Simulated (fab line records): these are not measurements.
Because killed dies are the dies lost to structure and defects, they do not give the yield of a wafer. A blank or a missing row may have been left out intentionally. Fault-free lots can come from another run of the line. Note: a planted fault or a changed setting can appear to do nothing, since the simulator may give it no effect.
Matching of chambers    flow nand harc    4 sister chambers for NHARC_A_BONDPAD_STRIP_15 on rie diel-10
The step strips in O2. 18 wafers are shown with their chamber, then 9 later ones without.

== EACH WAFER AND ITS CHAMBER ==
wafer   chamber  showerhead plenum p Torr (Torr)  throttle valve pct (%)  oes product au (a.u.)
L436.1  0        3.55                             17.032                  1.001
L436.2  2        3.46                             17.039                  0.997
L436.3  3        3.53                             17.033                  1.009
L437.1  0        3.55                             17.043                  0.999
L437.3  2        3.46                             17.036                  0.998
L437.4  3        3.53                             17.025                  0.994
L443.1  1        3.61                             17.061                  1.007
L443.2  3        3.53                             17.037                  0.989
L443.4  0        3.55                             17.019                  0.991
L446.2  1        3.61                             17.040                  0.990
L446.4  2        3.46                             17.008                  0.997
L446.5  1        3.61                             17.025                  0.991
L448.3  1        3.61                             17.048                  0.999
L448.4  3        3.53                             17.036                  0.996
L448.6  3        3.53                             17.050                  0.988
L447.1  1        3.61                             17.046                  0.987
L447.3  3        3.52                             17.027                  0.992
L447.6  0        3.55                             17.031                  0.988

SIGNATURES (averages over the wafers above)
reading                   chamber 0  chamber 1  chamber 2  chamber 3  scatter within a chamber
showerhead plenum p Torr  3.5500     3.6100     3.4600     3.5283     0.00244
throttle valve pct        17.03125   17.04400   17.02767   17.03467   0.0118
oes product au            0.99475    0.99480    0.99733    0.99467    0.00694
Rule: for a wafer and a chamber, the distance is found by dividing, reading by reading, the gap between the wafer's reading and the chamber's mean by the reading's scatter, squaring, summing and taking the root. If the next closest chamber is less than 2 further off than the closest, the wafer can't be placed; otherwise it belongs to the closest. The scatter is the square root of a quotient: the sum, over the shown wafers, of each reading's squared deviation from its chamber's mean, divided by wafers minus chambers.

== WAFERS WITHOUT THEIR CHAMBER ==
wafer   showerhead plenum p Torr (Torr)  throttle valve pct (%)  oes product au (a.u.)
L450.2  3.53                             17.038                  0.993
L450.4  3.46                             17.035                  1.006
L450.5  3.61                             17.044                  0.996
L451.2  3.61                             17.032                  1.001
L451.3  3.52                             17.047                  0.997
L451.4  3.46                             17.047                  1.005
L456.3  3.55                             17.045                  0.993
L456.4  3.61                             17.042                  1.008
L456.6  3.46                             17.037                  0.992

== THE CHAMBER EACH PASSED THROUGH ==
wafer   from the rows above  in truth
L450.2  3                    3
L450.4  2                    2
L450.5  1                    1
L451.2  1                    1
L451.3  3                    3
L451.4  2                    2
L456.3  0                    0
L456.4  1                    1
L456.6  2                    2
Placed correctly: 9 of 9. Left unplaced by these rows: 0. Wrongly placed: 0.
